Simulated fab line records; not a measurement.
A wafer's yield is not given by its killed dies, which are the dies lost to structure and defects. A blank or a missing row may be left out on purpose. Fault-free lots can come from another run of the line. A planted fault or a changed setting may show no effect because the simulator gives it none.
fab line records	flow n5Finfet
record: lots: 7	wafers: 21
route steps=1938 shown PMOS_HMC_CHANNEL_EPI@63 SD_EPI_N@263 SD_EPI_P@295 SD_ACTIVATION@330 HKMG_FIN@386
startH: start of the lot's first displayed wafer, in hours after the record's first day	waitH: time in hours since the lot's previous step	" unchanged from the row above	L1.1+2: a single row standing in for several wafers	- no value present, or no start provided	* or withheld: withheld	< > ~ a bound
route shown NAME@n: names a module that has steps shown in the file, with the first one's number in the route	usual: mean/standard deviation taken from wafers without a fault	same: alike in all rows	chamber/n: place in a boat	sites: readings site by site	_std_site: how widely they spread, as a standard deviation	_edge_site: inner sites' mean taken away from outer sites' mean	radiusMm: for every site, how far away it sits from the centre of the wafer	mask NAME#n: copy n	behind: the tool/chamber that last shaped the wafer	hold: cause of the lot's hold/its duration in hours/its outcome	device: which transistor (n, p or np) failed to switch	end of line: at the end of the route, the tests of the same wafers	where a step has no rows: the recipe by itself	killed: dies that structure and defects cost at the first sort, which is not the same as the wafer's yield	map: per-die view of a wafer (x killed, . not killed, _ where there is no die)
set.NAME: the setting that was run; set.NAME@STEP: the one run at that earlier step	model.NAME: the simulator's own value behind a step, which no gauge read
lots whose settings were changed on purpose; a table a step, a row a wafer
== steps ==
step: N5_PMOS_HMC_CHANNEL_EPI_PEB_07
recipe: pebTempC: 110	pebTimeS: 60	resist: CAR-ArF-block
lot.wafer	tool	chamber	startH	waitH	set.pebTimeS
L075.1	lithoTrack-04	0	23.00	0.1	47.66
L075.3+6	"	0	"	"	60
L076.4+5+6	lithoTrack-02	0	29.13	0.0	60
L078.2+3	lithoTrack-04	0	42.50	0.0	69.6
L078.5	"	0	"	"	60
L082.1+3+4	lithoTrack-01	0	65.57	0.1	60
L083.2+6	lithoTrack-01	0	71.27	0.0	72.52
L083.4	"	0	"	"	60
L087.3+5	lithoTrack-01	0	95.37	0.0	60
L087.6	"	0	"	"	54.79
L089.2+3+6	lithoTrack-02	0	107.51	0.0	60
step: N5_PMOS_HMC_CHANNEL_EPI_DEVELOP_08
recipe: developTimeS: 30	developer: TMAH	resist: CAR-ArF-block	devTempC: 23	rinseLiquid: diw	dry: airSpin
step: N5_PMOS_HMC_CHANNEL_EPI_CD_MEAS_09
recipe: targetCdNm: 237.4	landingEnergyEv: 500	detector: seInlens
usual: cdNm: 237.4/1
lot.wafer	tool	chamber	startH	waitH	set.pebTimeS@PMOS_HMC_CHANNEL_EPI_PEB_07	cdNm
L075.1	cdSem-01	0	23.06	-	47.66	228.4
L075.3	"	0	"	"	60	238.7
L075.6	"	0	"	"	60	237.4
L076.4	cdSem-03	0	29.20	-	60	235.9
L076.5	"	0	"	"	60	235.7
L076.6	"	0	"	"	60	236.5
L078.2	cdSem-02	0	42.57	-	69.6	242.3
L078.3	"	0	"	"	69.6	243.1
L078.5	"	0	"	"	60	237.5
L082.1	cdSem-01	0	65.63	-	60	237.1
L082.3	"	0	"	"	60	236.8
L082.4	"	0	"	"	60	237.3
L083.2	cdSem-01	0	71.34	-	72.52	244.3
L083.4	"	0	"	"	60	237.8
L083.6	"	0	"	"	72.52	246.1
L087.3	cdSem-03	0	95.44	-	60	238.0
L087.5	"	0	"	"	60	237.8
L087.6	"	0	"	"	54.79	232.3
L089.2	cdSem-01	0	107.57	-	60	237.5
L089.3	"	0	"	"	60	237.2
L089.6	"	0	"	"	60	237.3
step: N5_PMOS_HMC_CHANNEL_EPI_DESCUM_14
recipe: chemistry: O2	timeS: 7.9	sourcePowerW: 50	biasPowerW: 20	pressureMtorr: 20	rfFrequencyHz: 2.712e+07	tempC: 40	resist: CAR-ArF-block	o2FlowSccm: 225
lot.wafer	tool	chamber	startH	waitH	set.pebTimeS@PMOS_HMC_CHANNEL_EPI_PEB_07	model.PMOS_HMC_CHANNEL_EPI.cdNm
L075.1	rieDiel-04	0	23.43	0.3	47.66	228.4
L075.3	"	1	"	"	60	238.7
L075.6	"	2	"	"	60	237.2
L076.4	rieDiel-04	0	29.28	0.0	60	235.7
L076.5	"	2	"	"	60	235.5
L076.6	"	1	"	"	60	236.4
L078.2	rieDiel-06	1	42.66	0.0	69.6	242.5
L078.3	"	2	"	"	69.6	243.1
L078.5	"	2	"	"	60	237.7
L082.1+3	rieDiel-04	0,2	65.73	0.0	60	237
L082.4	"	3	"	"	60	237.3
L083.2	rieDiel-02	2	71.43	0.0	72.52	244.3
L083.4	"	1	"	"	60	237.6
L083.6	"	0	"	"	72.52	246.4
L087.3	rieDiel-04	3	95.52	0.0	60	237.7
L087.5	"	0	"	"	60	238.1
L087.6	"	3	"	"	54.79	232.3
L089.2	rieDiel-04	0	107.66	0.0	60	237.7
L089.3	"	2	"	"	60	237.1
L089.6	"	0	"	"	60	237
step: N5_PMOS_HMC_CHANNEL_EPI_ETCH_32
recipe: chemistry: N2/H2	target: BARC	stopOn: SiO2	targetDepthA: 858	overEtchFrac: 0.3	timeS: 50.3	ionEnergyEv: 200	maskMaterial: CAR-ArF-block	pressureMtorr: 30	sourceW: 840	biasW: 150	n2FlowSccm: 200	h2FlowSccm: 200
lot.wafer	tool	chamber	startH	waitH	set.pebTimeS@PMOS_HMC_CHANNEL_EPI_PEB_07	model.PMOS_HMC_CHANNEL_EPI.cdNm
L075.1	rieDiel-04	0	23.47	0.0	47.66	230.3
L075.3	"	1	"	"	60	240.9
L075.6	"	2	"	"	60	239.5
L076.4	rieDiel-04	0	29.32	0.0	60	237.8
L076.5	"	2	"	"	60	238.1
L076.6	"	1	"	"	60	239.2
L078.2	rieDiel-06	1	42.70	0.0	69.6	244.5
L078.3	"	2	"	"	69.6	244.6
L078.5	"	2	"	"	60	239.3
L082.1	rieDiel-04	0	65.77	0.0	60	239.4
L082.3	"	2	"	"	60	238.6
L082.4	"	3	"	"	60	240.1
L083.2	rieDiel-02	2	71.46	0.0	72.52	246
L083.4	"	1	"	"	60	241
L083.6	"	0	"	"	72.52	248.7
L087.3	rieDiel-04	3	95.56	0.0	60	241.4
L087.5	"	0	"	"	60	241.1
L087.6	"	3	"	"	54.79	236.1
L089.2	rieDiel-04	0	107.70	0.0	60	240.7
L089.3	"	2	"	"	60	239.2
L089.6	"	0	"	"	60	240.1
step: N5_PMOS_HMC_CHANNEL_EPI_ETCH_38
recipe: chemistry: CF4	target: SiO2	targetDepthA: 15	ionEnergyEv: 350	pressureMtorr: 10	icpW: 800	biasW: 400	cf4FlowSccm: 80
lot.wafer	tool	chamber	startH	waitH	set.biasW	set.pebTimeS@PMOS_HMC_CHANNEL_EPI_PEB_07	model.PMOS_HMC_CHANNEL_EPI.cdNm
L075.1	rieSi-06	1	23.87	0.0	362.5	47.66	230.2
L075.3	"	0	"	"	400	60	240.9
L075.6	"	0	"	"	362.5	60	239.6
L076.4	rieSi-04	1	29.72	0.0	400	60	237.9
L076.5	"	3	"	"	351.2	60	238.3
L076.6	"	0	"	"	351.2	60	239.2
L078.2	rieSi-01	0	43.10	0.0	400	69.6	244.4
L078.3	"	2	"	"	400	69.6	244.7
L078.5	"	0	"	"	400	60	239.2
L082.1	rieSi-04	1	66.17	0.0	400	60	239.6
L082.3	"	3	"	"	400	60	238.8
L082.4	"	0	"	"	400	60	240.1
L083.2	rieSi-01	3	71.86	0.0	369.7	72.52	245.8
L083.4	"	0	"	"	400	60	240.8
L083.6	"	2	"	"	400	72.52	248.7
L087.3	rieSi-04	3	95.96	0.0	400	60	241.4
L087.5	"	0	"	"	400	60	241.1
L087.6	"	1	"	"	400	54.79	236.1
L089.2	rieSi-04	1	108.10	0.0	339.6	60	240.7
L089.3	"	3	"	"	339.6	60	239.3
L089.6	"	3	"	"	400	60	240.1
step: N5_SD_EPI_N_COAT_33
recipe: resist: SiARC	tempC: 220	timeS: 60	spinRpm: 1500	resistThkNm: 35
lot.wafer	tool	chamber	startH	waitH	set.spinRpm	model.SiARC_of_SD_EPI_N_COAT_33.thkNm
L075.1+3+6	lithoTrack-03	0	-	-	1500	35
L076.4+6	lithoTrack-05	0	-	-	1500	35
L076.5	"	0	"	"	1500	34.8
L078.2	lithoTrack-03	0	-	-	1584	34
L078.3	"	0	"	"	1500	35.2
L078.5	"	0	"	"	1584	34.2
L082.1+4	lithoTrack-04	0	-	-	1500	35.2
L082.3	"	0	"	"	1500	35
L083.2+6	lithoTrack-05	0	-	-	1559	34.4
L083.4	"	0	"	"	1500	35
L087.3	lithoTrack-05	0	-	-	1500	35.2
L087.5	"	0	"	"	1500	35
L087.6	"	0	"	"	1646	33.4
L089.2+3	lithoTrack-04	0	-	-	1500	35
L089.6	"	0	"	"	1500	35.2
step: N5_SD_EPI_N_DESCUM_14
recipe: chemistry: O2	timeS: 7.9	sourcePowerW: 50	biasPowerW: 20	pressureMtorr: 20	rfFrequencyHz: 2.712e+07	tempC: 40	resist: CAR-ArF-block	o2FlowSccm: 225
lot.wafer	tool	chamber	startH	waitH	set.timeS
L075.1+6	rieDiel-01	0,3	57.20	0.0	7.9
L075.3	"	3	"	"	7.407
L076.4+5	rieDiel-05	2,1	61.51	0.0	7.9
L076.6	"	0	"	"	8.893
L078.2+3	rieDiel-01	1,3	77.68	0.2	7.9
L078.5	"	2	"	"	9.321
L082.1+3+4	rieDiel-05	0,3,1	105.20	0.0	7.9
L083.2	rieDiel-01	0	106.68	0.8	6.832
L083.4+6	"	1	"	"	7.9
L087.3+6	rieDiel-01	3,2	133.90	0.0	8.749
L087.5	"	1	"	"	7.9
L089.2+6	rieDiel-03	1,0	143.60	0.0	7.9
L089.3	"	2	"	"	8.874
step: N5_SD_EPI_N_ETCH_34
recipe: chemistry: CF4	target: SiARC	targetDepthA: 455	maskMaterial: CAR-ArF-block	timeS: 75.8	ionEnergyEv: 80	pressureMtorr: 40	sourceW: 545	biasW: 36	Ar_flow_sccm: 100	cf4FlowSccm: 100	ends: cleared
lot.wafer	tool	chamber	startH	waitH	set.spinRpm@SD_EPI_N_COAT_33	model.etch.depthNm
L075.1	rieDiel-01	0	57.24	0.0	1500	35.1
L075.3	"	3	"	"	1500	35.08
L075.6	"	3	"	"	1500	34.95
L076.4	rieDiel-05	2	61.54	0.0	1500	34.96
L076.5	"	1	"	"	1500	34.86
L076.6	"	0	"	"	1500	34.95
L078.2	rieDiel-01	1	77.71	0.0	1584	33.96
L078.3	"	3	"	"	1500	35.11
L078.5	"	2	"	"	1584	34.13
L082.1	rieDiel-05	0	105.23	0.0	1500	35.13
L082.3	"	3	"	"	1500	35.03
L082.4	"	1	"	"	1500	35.21
L083.2	rieDiel-01	0	106.71	0.0	1559	34.44
L083.4	"	1	"	"	1500	35.03
L083.6	"	1	"	"	1559	34.34
L087.3	rieDiel-01	3	133.94	0.0	1500	35.14
L087.5	"	1	"	"	1500	35.05
L087.6	"	2	"	"	1646	33.43
L089.2	rieDiel-03	1	143.63	0.0	1500	35
L089.3	"	2	"	"	1500	35.09
L089.6	"	0	"	"	1500	35.12
step: N5_SD_EPI_N_EPI_21
recipe: material: Si:P	dopant: P	tempC: 680	pressureTorr: 255	timeS: 690
lot.wafer	tool	chamber	startH	waitH	set.tempC	model.Si-P_of_SD_EPI_N_EPI_21.thkNm
L075.1	epiRpcvd-04	0	59.05	0.2	680	58
L075.3	"	0	"	"	680	58.4
L075.6	"	0	60.92	1.9	680	57.8
L076.4	epiRpcvd-03	0	64.27	0.9	682.5	62.8
L076.5	"	0	"	"	680	60
L076.6	"	0	"	"	682.5	62
L078.2	epiRpcvd-03	0	79.64	0.4	680	60.4
L078.3	"	0	"	"	684.8	65
L078.5	"	0	"	"	684.8	65.8
L082.1	epiRpcvd-03	0	106.87	0.1	680	59.4
L082.3	"	0	"	"	680	59
L082.4	"	0	"	"	680	59.2
L083.2+6	epiRpcvd-02	0	108.90	0.5	677.6	56.2
L083.4	"	0	"	"	677.6	56
L087.3	epiRpcvd-04	0	136.51	0.9	684.1	63
L087.5	"	0	"	"	684.1	63.2
L087.6	"	0	"	"	684.1	64.4
L089.2+3	epiRpcvd-04	0	145.55	0.4	680	58.8
L089.6	"	0	146.67	1.4	680	57.8
step: N5_SD_EPI_N_PRECLEAN_24
recipe: chemistry: O3/DIW	timeS: 60	tempC: 22	o3Ppm: 10
lot.wafer	tool	chamber	startH	waitH	set.tempC@SD_EPI_N_EPI_21	model.Si-P_of_SD_EPI_N_EPI_21.thkNm
L075.1	wetBench-05	2	61.37	0.0	680	57.6
L075.3	"	5	"	"	680	58
L075.6	"	3	"	"	680	57.4
L076.4	wetBench-01	3	65.18	0.0	682.5	62.4
L076.5	"	5	"	"	680	59.6
L076.6	"	7	"	"	682.5	61.4
L078.2	wetBench-05	0	81.11	0.0	680	60
L078.3	"	3	"	"	684.8	64.6
L078.5	"	6	"	"	684.8	65.4
L082.1	wetBench-03	5	108.62	0.0	680	59
L082.3	"	3	"	"	680	58.6
L082.4	"	2	"	"	680	58.8
L083.2+4+6	wetBench-05	3,1,4	110.87	0.1	677.6	55.8
L087.3	wetBench-05	6	138.07	0.0	684.1	62.6
L087.5	"	2	"	"	684.1	62.8
L087.6	"	5	"	"	684.1	64
L089.2+3	wetBench-01	1,7	147.02	0.0	680	58.4
L089.6	"	6	"	"	680	57.4
step: N5_SD_EPI_P_COAT_34
recipe: resist: SOC	tempC: 250	timeS: 60	spinRpm: 1500	resistThkNm: 350
lot.wafer	tool	chamber	startH	waitH	set.tempC
L075.1	lithoTrack-02	0	62.11	0.0	250
L075.3+6	"	0	"	"	245.7
L076.4+5+6	lithoTrack-02	0	65.73	0.0	250
L078.2+3+5	lithoTrack-04	0	81.66	0.0	250
L082.1+3+4	lithoTrack-02	0	109.17	0.0	250
L083.2+6	lithoTrack-04	0	111.42	0.0	254.2
L083.4	"	0	"	"	250
L087.3	lithoTrack-04	0	138.62	0.0	250
L087.5+6	"	0	"	"	254.9
L089.2+6	lithoTrack-04	0	147.57	0.0	256.2
L089.3	"	0	"	"	250
step: N5_SD_EPI_P_COAT_35
recipe: resist: SiARC	tempC: 220	timeS: 60	spinRpm: 1500	resistThkNm: 35
step: N5_SD_EPI_P_COAT_03
recipe: resist: CAR-ArF-block	spinRpm: 1500	resistThkNm: 150
step: N5_SD_EPI_P_EPI_21
recipe: material: SiGe:B	dopant: B	tempC: 550	pressureTorr: 20	ambient: H2	timeS: 355
step: N5_SD_EPI_P_HM_STRIP_48
recipe: chemistry: H3PO4	tempC: 160	material: SiNx	target: SiNx	targetDepthA: 30	overetchFraction: 0.3
lot.wafer	tool	chamber	startH	waitH	set.tempC@SD_EPI_N_EPI_21	model.Si-P_of_SD_EPI_N_EPI_21.thkNm
L075.1	wetBench-04	4	66.08	0.0	680	57.4
L075.3	"	5	"	"	680	57.8
L075.6	"	6	"	"	680	57
L076.4	wetBench-06	4	70.60	0.0	682.5	62
L076.5	"	7	"	"	680	59.4
L076.6	"	1	"	"	682.5	61.2
L078.2	wetBench-06	6	85.71	0.0	680	59.8
L078.3	"	7	"	"	684.8	64.4
L078.5	"	2	"	"	684.8	65
L082.1	wetBench-06	5	113.21	0.0	680	58.8
L082.3	"	6	"	"	680	58.2
L082.4	"	3	"	"	680	58.6
L083.2+4	wetBench-04	7,1	116.20	0.0	677.6	55.4
L083.6	"	6	"	"	677.6	55.6
L087.3	wetBench-06	7	142.70	0.0	684.1	62.2
L087.5	"	4	"	"	684.1	62.4
L087.6	"	6	"	"	684.1	63.8
L089.2+3	wetBench-06	7,0	151.62	0.0	680	58.2
L089.6	"	3	"	"	680	57.2
step: N5_SD_EPI_P_SRD_49
recipe: dry: ipaMarangoni	timeS: 30	tempC: 23	rinseLiquid: diw
step: N5_SD_EPI_P_PRECLEAN_24
recipe: chemistry: O3/DIW	timeS: 45	tempC: 22	o3Ppm: 10
step: N5_SD_ACTIVATION_RTA_00
recipe: tempC: 975	timeS: 0	ambient: N2	idleTempC: 600	rampUpCPerS: 150	rampDownCPerS: 60	coolToC: 600
step: N5_SD_ACTIVATION_LSA_01
recipe: tempC: 1080	timeS: 0.0008	ambient: N2
step: N5_SD_ACTIVATION_RS_MEAS_03
recipe: thkMeasGauge: four-point-probe
usual: RS_SD_N: 21.9/0.3	RS_SD_P: 56.2/0.93
lot.wafer	tool	chamber	startH	waitH	set.tempC@SD_EPI_N_EPI_21	RS_SD_N[ohm/sq]	RS_SD_P[ohm/sq]
L075.1	filmMetro-01	-	66.66	0.2	680	22.1	56.4
L075.3	"	-	"	"	680	22.2	55.9
L075.6	"	-	"	"	680	22.4	55.8
L076.4	filmMetro-02	-	71.25	0.1	682.5	20.6	56.8
L076.5	"	-	"	"	680	21.7	57.0
L076.6	"	-	"	"	682.5	21.2	56.2
L078.2	filmMetro-01	-	86.34	0.2	680	21.5	56.5
L078.3	"	-	"	"	684.8	20.0	56.1
L078.5	"	-	"	"	684.8	19.8	56.9
L082.1	filmMetro-01	-	113.90	0.2	680	21.6	55.7
L082.3	"	-	"	"	680	22.1	54.7
L082.4	"	-	"	"	680	22.1	55.8
L083.2	filmMetro-01	-	116.80	0.2	677.6	22.9	57.9
L083.4	"	-	"	"	677.6	23.0	56.7
L083.6	"	-	"	"	677.6	23.0	56.5
L087.3	filmMetro-01	-	143.53	0.2	684.1	20.7	56.6
L087.5	"	-	"	"	684.1	20.8	56.1
L087.6	"	-	"	"	684.1	20.1	55.7
L089.2	filmMetro-01	-	152.21	0.2	680	21.8	56.0
L089.3	"	-	"	"	680	21.9	55.2
L089.6	"	-	"	"	680	21.9	55.8
step: N5_HKMG_FIN_HK_ALD_01
recipe: material: HfO2	targetThkA: 16	tempC: withheld	aldPrecursorFamily: HfCl4	aldCoReactant: H2O	pulseTimeS: 3	purgeTimeS: 3	coReactantPurgeTimeS: 2.5	coReactantPulseTimeS: 0.3	aldCycles: 30
lot.wafer	tool	chamber	startH	waitH	set.aldCycles
L075.1+3	aldHk-03	2,3	78.95	0.0	30
L075.6	"	2	"	"	26
L076.4+5+6	aldHk-03	3,2,1	83.34	0.0	30
L078.2	aldHk-03	1	103.08	0.0	34
L078.3+5	"	2,3	"	"	30
L082.1+3+4	aldHk-02	0,3,2	125.70	0.0	30
L083.2+6	aldHk-03	0,3	128.90	0.0	30
L083.4	"	3	"	"	26
L087.3+5+6	aldHk-02	3,2,1	156.18	0.0	30
L089.2	aldHk-03	0	165.02	0.0	30
L089.3+6	"	3,1	"	"	28
step: N5_HKMG_FIN_COAT_43
recipe: resist: CAR-ArF	spinRpm: 1500	resistThkNm: 90
lot.wafer	tool	chamber	startH	waitH	set.spinRpm	model.CAR-ArF_of_HKMG_FIN_COAT_43.thkNm
L075.1+6	lithoTrack-04	0	-	-	1500	89.6
L075.3	"	0	"	"	1346	94.6
L076.4	lithoTrack-02	0	-	-	1500	90.2
L076.5	"	0	"	"	1500	90.6
L076.6	"	0	"	"	1500	90.4
L078.2	lithoTrack-04	0	-	-	1500	90.2
L078.3+5	"	0	"	"	1500	90
L082.1	lithoTrack-05	0	-	-	1500	90.8
L082.3	"	0	"	"	1500	90.6
L082.4	"	0	"	"	1500	90.2
L083.2	lithoTrack-02	0	-	-	1395	93.4
L083.4	"	0	"	"	1500	89.8
L083.6	"	0	"	"	1500	89.6
L087.3	lithoTrack-04	0	-	-	1500	90
L087.5	"	0	"	"	1359	94.2
L087.6	"	0	"	"	1359	94.4
L089.2	lithoTrack-04	0	-	-	1500	90.2
L089.3+6	"	0	"	"	1422	92.4
step: N5_HKMG_FIN_EBR_45
recipe: solvent: PGMEA	ebrWidthMm: 1.5
step: N5_HKMG_FIN_SOFTBAKE_44
recipe: tempC: 110	timeS: 60	resist: CAR-ArF
step: N5_HKMG_FIN_DESCUM_53
recipe: chemistry: O2	timeS: 7.9	sourcePowerW: 50	biasPowerW: 20	pressureMtorr: 20	rfFrequencyHz: 2.712e+07	tempC: 40	resist: CAR-ArF	o2FlowSccm: 225
step: N5_HKMG_FIN_ETCH_54
recipe: chemistry: CF4	target: SiARC	targetDepthA: 455	maskMaterial: CAR-ArF	timeS: 75.8	ionEnergyEv: 80	pressureMtorr: 40	sourceW: 545	biasW: 36	Ar_flow_sccm: 100	cf4FlowSccm: 100	ends: cleared
lot.wafer	tool	chamber	startH	waitH	set.spinRpm@HKMG_FIN_COAT_43	model.CAR-ArF_of_HKMG_FIN_COAT_43.thkNm
L075.1+6	rieDiel-05	3,0	80.03	0.0	1500	50.4
L075.3	"	0	"	"	1346	55.4
L076.4	rieDiel-05	0	84.36	0.0	1500	51.2
L076.5	"	3	"	"	1500	51.4
L076.6	"	2	"	"	1500	51
L078.2	rieDiel-01	3	104.17	0.0	1500	51
L078.3	"	2	"	"	1500	50.6
L078.5	"	1	"	"	1500	50.8
L082.1	rieDiel-05	2	126.84	0.0	1500	51.6
L082.3	"	0	"	"	1500	51.4
L082.4	"	0	"	"	1500	51.2
L083.2	rieDiel-01	3	129.91	0.0	1395	54.2
L083.4+6	"	0,3	"	"	1500	50.4
L087.3	rieDiel-03	0	157.45	0.0	1500	51
L087.5	"	0	"	"	1359	55
L087.6	"	1	"	"	1359	55.4
L089.2	rieDiel-05	2	166.14	0.0	1500	51.2
L089.3	"	3	"	"	1422	53
L089.6	"	0	"	"	1422	53.4
step: N5_HKMG_FIN_ETCH_55
recipe: chemistry: N2/H2	target: SOC	targetDepthA: 2400	tempC: 40	timeS: 300	ionEnergyEv: 200	maskMaterial: SiARC	pressureMtorr: 30	sourceW: 840	biasW: 150	n2FlowSccm: 200	h2FlowSccm: 200
step: N5_HKMG_FIN_STRIP_56
recipe: chemistry: N2/H2	tempC: 40	n2FlowSccm: 200	h2FlowSccm: 200	rfFrequencyHz: 6e+07
step: N5_HKMG_FIN_WET_ETCH_82
recipe: chemistry: dHCl	mix: 1:10000	tempC: 25	target: La2O3	stopOn: HfO2	targetDepthNm: 2	dry: ipaMarangoni	rinseTimeS: 30	rinseTempC: 23
step: N5_HKMG_FIN_ALD_36
recipe: material: TiN	targetThkA: 10	tempC: 400	aldPrecursorFamily: TiCl4	aldCoReactant: NH3	pulseTimeS: 1	purgeTimeS: 3	coReactantPurgeTimeS: 2	coReactantPulseTimeS: 2	aldCycles: 47	pressureTorr: 3
step: N5_HKMG_FIN_THK_MEAS_70
recipe: thkMeasGauge: xrf	reads: HfO2_of_HKMG_FIN_HK_ALD_01
usual: HK_THK: 1.569/0.019
lot.wafer	tool	chamber	startH	waitH	set.aldCycles@HKMG_FIN_HK_ALD_01	HK_THK[nm]
L075.1	filmMetro-01	-	82.73	0.2	30	1.556
L075.3	"	-	"	"	30	1.557
L075.6	"	-	"	"	26	1.350
L076.4	filmMetro-01	-	87.03	0.2	30	1.571
L076.5	"	-	"	"	30	1.536
L076.6	"	-	"	"	30	1.544
L078.2	filmMetro-01	-	107.35	0.2	34	1.778
L078.3	"	-	"	"	30	1.556
L078.5	"	-	"	"	30	1.561
L082.1	filmMetro-01	-	129.28	0.2	30	1.584
L082.3	"	-	"	"	30	1.570
L082.4	"	-	"	"	30	1.587
L083.2	filmMetro-01	-	132.40	0.2	30	1.574
L083.4	"	-	"	"	26	1.367
L083.6	"	-	"	"	30	1.590
L087.3	filmMetro-01	-	159.83	0.2	30	1.571
L087.5	"	-	"	"	30	1.572
L087.6	"	-	"	"	30	1.571
L089.2	filmMetro-02	-	168.51	0.2	30	1.572
L089.3	"	-	"	"	28	1.464
L089.6	"	-	"	"	28	1.451
== key ==
split: step: N5_PMOS_HMC_CHANNEL_EPI_PEB_07	setting: pebTimeS	stated: 60	by: wafer
response: step: N5_PMOS_HMC_CHANNEL_EPI_CD_MEAS_09	reading: cdNm	change: +0.407	per: 1%	r: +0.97
response: step: N5_PMOS_HMC_CHANNEL_EPI_DESCUM_14	reading: model.PMOS_HMC_CHANNEL_EPI.cdNm	change: +0.41	per: 1%	r: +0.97
response: step: N5_PMOS_HMC_CHANNEL_EPI_ETCH_32	reading: model.PMOS_HMC_CHANNEL_EPI.cdNm	change: +0.391	per: 1%	r: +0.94
response: step: N5_PMOS_HMC_CHANNEL_EPI_ETCH_38	reading: model.PMOS_HMC_CHANNEL_EPI.cdNm	change: +0.397	per: 1%	r: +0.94
split: step: N5_PMOS_HMC_CHANNEL_EPI_ETCH_38	setting: biasW	stated: 400	by: wafer
response none clear
split: step: N5_SD_EPI_N_COAT_33	setting: spinRpm	stated: 1500	by: wafer
response: step: N5_SD_EPI_N_COAT_33	reading: model.SiARC_of_SD_EPI_N_COAT_33.thkNm	change: -0.177	per: 1%	r: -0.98
response: step: N5_SD_EPI_N_ETCH_34	reading: model.etch.depthNm	change: -0.174	per: 1%	r: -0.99
split: step: N5_SD_EPI_N_DESCUM_14	setting: timeS	stated: 7.9	by: wafer
response none clear
split: step: N5_SD_EPI_N_EPI_21	setting: tempC	stated: 680	by: wafer
response: step: N5_SD_EPI_N_EPI_21	reading: model.Si-P_of_SD_EPI_N_EPI_21.thkNm	change: +6.96	per: 1%	r: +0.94
response: step: N5_SD_EPI_N_PRECLEAN_24	reading: model.Si-P_of_SD_EPI_N_EPI_21.thkNm	change: +6.91	per: 1%	r: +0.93
response: step: N5_SD_EPI_P_HM_STRIP_48	reading: model.Si-P_of_SD_EPI_N_EPI_21.thkNm	change: +6.74	per: 1%	r: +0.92
response: step: N5_SD_ACTIVATION_RS_MEAS_03	reading: RS_SD_N	change: -2.26	per: 1%	r: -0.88
split: step: N5_SD_EPI_P_COAT_34	setting: tempC	stated: 250	by: wafer
response none clear
split: step: N5_HKMG_FIN_HK_ALD_01	setting: aldCycles	stated: 30	by: wafer
response: step: N5_HKMG_FIN_THK_MEAS_70	reading: HK_THK	change: +0.0161	per: 1%	r: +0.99
split: step: N5_HKMG_FIN_COAT_43	setting: spinRpm	stated: 1500	by: wafer
response: step: N5_HKMG_FIN_COAT_43	reading: model.CAR-ArF_of_HKMG_FIN_COAT_43.thkNm	change: -0.478	per: 1%	r: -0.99
response: step: N5_HKMG_FIN_ETCH_54	reading: model.CAR-ArF_of_HKMG_FIN_COAT_43.thkNm	change: -0.474	per: 1%	r: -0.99
